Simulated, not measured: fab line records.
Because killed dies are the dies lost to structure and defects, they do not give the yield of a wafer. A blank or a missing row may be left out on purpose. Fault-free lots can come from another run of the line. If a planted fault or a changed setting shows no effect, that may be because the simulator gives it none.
One fault through the eyes of 3 desks :: flow n5 finfet :: numbers are kept per desk, each desk with only its own; the story behind them comes last

THE METROLOGY DESK
What the gauges read, lot by lot, whatever tool the lot ran on: means of the sampled wafers that have a number. The brackets show how far a lot's mean lies from the usual mean; more than 4 standard deviations puts the lot out of limits, marked OUT.
Columns: A = cd nm at N5_BEOL_M14_CD_MEAS_28, usual 284.9 nm; B = M14_OVL at N5_BEOL_M14_OVL_MEAS_29, usual -3 nm; C = trench depth nm at N5_BEOL_M14_OCD_MEAS_35, usual 555 nm; D = M14_THK at N5_BEOL_M14_THK_MEAS_50, usual 547 nm
lot: L456
first seen here: day 12 01:55
A: 285.2
B: -6
C: 554
D: 548

lot: L461
first seen here: day 13 00:46
A: 282.7
B: -1
C: 567
D: 564

lot: L469
first seen here: day 15 03:05
A: 283.8
B: 2
C: 556
D: 552

lot: L470
first seen here: day 15 14:56
A: 284.4
B: 4
C: 553
D: 536

lot: L474
first seen here: day 16 02:13
A: 285.2
B: -5
C: 561
D: 564

lot: L478
first seen here: day 17 16:39
A: 286.8
B: -8
C: 553
D: 537
This desk's finding: nothing out of limits on any of the 6 lots.

DESK OF THE TOOL OWNER: rie diel-05
The tool's own readings at N5_BEOL_M14_ETCH_38 (etches SiCN in CF4/N2, target depth 106.5 nm, time 120.6 s): means of the sampled wafers that have a number, for each lot that ran on this tool. The brackets show how far a lot's mean lies from the usual mean; more than 4 standard deviations puts the lot out of limits, marked OUT.
Columns: A = drypump motor current A at N5_BEOL_M14_ETCH_38, usual 5.8 A; B = oes product au at N5_BEOL_M14_ETCH_38, usual 0.79 a.u.; C = rf fwd power W at N5_BEOL_M14_ETCH_38, usual 428.5 W; D = rf vpp V at N5_BEOL_M14_ETCH_38, usual 381.8 V; E = showerhead plenum p Torr at N5_BEOL_M14_ETCH_38, usual 2.19 Torr; F = throttle valve pct at N5_BEOL_M14_ETCH_38, usual 15.41 %
lot: L456
first seen here: day 12 03:47
A: 6.2
B: 0.81
C: 427.6
D: 381.5
E: 2.17
F: 15.50

lot: L469
first seen here: day 15 04:13
A: 5.5
B: 0.99
C: 427.5
D: 380.1
E: 2.14
F: 15.34

lot: L470
first seen here: day 15 23:00
A: 6.2
B: 0.92
C: 429.8
D: 382.6
E: 2.17
F: 15.59
This desk's finding: nothing out of limits on any of the 3 lots.

THE DEFECT DESK
Counts from the inspections along the route, per lot, as means over the sampled wafers that have a number. The brackets show how far a lot's mean lies from the usual mean; more than 4 standard deviations puts the lot out of limits, marked OUT.
Columns: A = raw defect count at N5_BEOL_M14_INSPECT_30, usual 2.1
lot: L456
first seen here: day 12 01:58
A: 2.0

lot: L461
first seen here: day 13 00:49
A: 2.7

lot: L469
first seen here: day 15 03:08
A: 2.0

lot: L470
first seen here: day 15 14:59
A: 2.0

lot: L474
first seen here: day 16 02:16
A: 3.0

lot: L478
first seen here: day 17 16:44
A: 1.3
This desk's finding: nothing out of limits on any of the 6 lots.

TAKEN TOGETHER
The metrology desk saw nothing out of limits.
The tool owner's desk saw nothing out of limits.
The defect desk saw nothing out of limits.

WHAT WAS PUT IN BY THE SIMULATOR
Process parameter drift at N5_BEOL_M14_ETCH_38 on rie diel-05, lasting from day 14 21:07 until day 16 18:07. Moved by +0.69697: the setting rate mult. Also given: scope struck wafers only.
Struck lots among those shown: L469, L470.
